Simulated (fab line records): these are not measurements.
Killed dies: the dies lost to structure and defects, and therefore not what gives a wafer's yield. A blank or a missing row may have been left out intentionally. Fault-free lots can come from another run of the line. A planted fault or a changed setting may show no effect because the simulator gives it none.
Comparing a struck lot with a sound one -- flow n5Finfet -- 6 steps out of a route of 1938
Sound: these wafers, L673.1, L673.2, L673.5. Wafers struck: L688.2, L688.5. The cause comes at the end.
Order at every step that has rows: each side's tool, ch and its chambers, its first start. Under that, the readings that differ: sound wafers -- struck wafers -- difference of the means -- sigmas: that difference in standard deviations of wafers without a fault.
alike: readings whose means differ by less than 2 such deviations, and words and numbers that are the same on both sides. not compared: withheld readings, readings that some wafer has no value for, bounds like >300 that may hide the same value, and numbers for which the record gives no deviation and whose values overlap.
A row with sigmas, a row that says differs or no value, or rows on one side alone: a step with any of these is where the two part. Numbers that have no deviation but don't overlap get no sigmas and don't part them. Lack of a reading on every wafer of one side parts them only where that side has two or more wafers.

N5_START_INSPECT_01: inspects for defects (unpatterned scan).
  sound: defectInspect-01 at day 2 18:02; struck: defectInspect-02 at day 6 12:02
  alike: rawDefectCount
then, 2 steps without rows for these wafers: N5_ZERO_LAYER_PRECLEAN_00 (cleans in SPM, time 600 s); N5_ZERO_LAYER_SRD_01 (time 30 s, dry time 30 s).
N5_ZERO_LAYER_PECVD_02: deposits SiO2 from SiH4/N2O, target thk 10 nm, time 6 s.
  sound on pecvd-01 ch 0,2, day 2 18:17; struck on pecvd-01 ch 2, day 6 12:17
reading,sound,struck,difference,sigmas
model.SiO2_of_ZERO_LAYER_PECVD_02.thkNm (nm),9.898 9.748 9.982,9.379 9.528,-0.422,
  alike: heaterPowerW, rfFwdPowerW, showerheadPlenumPTorr
then, 1 step without rows for these wafers: N5_ZERO_LAYER_HMDS_04 (time 60 s).
-- record jumps: 7 days separate the struck wafers' starts on either side; left off in module ZERO_LAYER, taken up again in module BEOL_M4, whose first shown step is the route's number 1111 --
N5_BEOL_M4_RC_MEAS_101:
  sound on prober-01 ch 0, day 9 01:26; struck on prober-02 ch 0, day 13 05:23
reading,sound,struck,difference,sigmas
DIBL_N (mV/V),34.4 37.2 34.7,37.9 38.3,+2.7,+2
IOFF_N (nA/um),0.122 0.175 0.124,0.179 0.198,+0.048,+2
ION_N (uA/um),655 675 658,681 681,+18,+2
SS_P (mV/dec),72.3 73.6 72.6,75.4 74.3,+2.0,+3
  alike: DIBL_P, IOFF_P, ION_P, SS_N, VT_N, VT_P

== WHERE THEY PART ==
At N5_BEOL_M4_RC_MEAS_101 and nowhere else, as far as this record goes.

WHY: the cause the simulator had injected
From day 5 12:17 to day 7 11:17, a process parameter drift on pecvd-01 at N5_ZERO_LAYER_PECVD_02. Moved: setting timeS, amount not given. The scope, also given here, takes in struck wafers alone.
